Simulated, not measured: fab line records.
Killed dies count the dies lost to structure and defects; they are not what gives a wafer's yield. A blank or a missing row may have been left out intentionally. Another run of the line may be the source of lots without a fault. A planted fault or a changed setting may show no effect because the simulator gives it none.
Chamber matching / flow n5_finfet / 3 sister chambers for N5_BEOL_M5_CO_CAP_78 on cvd_co-01
The step material Co, precursor CCTBA/H2, target thk 2 nm, time 102.1 s. 14 wafers are shown with their chamber, then 6 later ones without.

WAFERS WITH THEIR CHAMBER
wafer=L919.1; chamber=1; heater_power_w (W)=230
wafer=L919.3; chamber=2; heater_power_w (W)=259
wafer=L919.5; chamber=0; heater_power_w (W)=296
wafer=L922.4; chamber=2; heater_power_w (W)=252
wafer=L922.5; chamber=0; heater_power_w (W)=301
wafer=L929.1; chamber=0; heater_power_w (W)=294
wafer=L929.2; chamber=2; heater_power_w (W)=254
wafer=L929.5; chamber=1; heater_power_w (W)=230
wafer=L930.2; chamber=2; heater_power_w (W)=262
wafer=L930.3; chamber=1; heater_power_w (W)=232
wafer=L930.4; chamber=2; heater_power_w (W)=257
wafer=L932.2; chamber=0; heater_power_w (W)=287
wafer=L932.4; chamber=0; heater_power_w (W)=293
wafer=L932.5; chamber=1; heater_power_w (W)=230

SIGNATURES, as means of the wafers listed above
reading=heater_power_w; chamber 0=294.20; chamber 1=230.50; chamber 2=256.80; scatter within a chamber=3.92
Rule: distance of a wafer from a chamber = root of the sum over the readings of ((wafer's reading minus chamber's mean) / reading's scatter) squared. If the next closest chamber is less than 2 further off than the closest, the wafer can't be placed; otherwise it belongs to the closest. The scatter: the root of (the sum of the squares of (reading less its chamber's mean) over the shown wafers, divided by (wafers less chambers)).

WAFERS WHOSE CHAMBER IS MISSING
wafer=L931.2; heater_power_w (W)=259
wafer=L931.5; heater_power_w (W)=296
wafer=L931.6; heater_power_w (W)=256
wafer=L934.1; heater_power_w (W)=257
wafer=L934.3; heater_power_w (W)=237
wafer=L934.4; heater_power_w (W)=256

WHICH CHAMBER EACH WENT THROUGH
wafer=L931.2; from the rows above=2; in truth=2
wafer=L931.5; from the rows above=0; in truth=0
wafer=L931.6; from the rows above=2; in truth=2
wafer=L934.1; from the rows above=2; in truth=2
wafer=L934.3; from the rows above=1; in truth=1
wafer=L934.4; from the rows above=2; in truth=2
Correctly placed: 6 of 6. Left unplaced by these rows: 0. Number placed wrongly: 0.
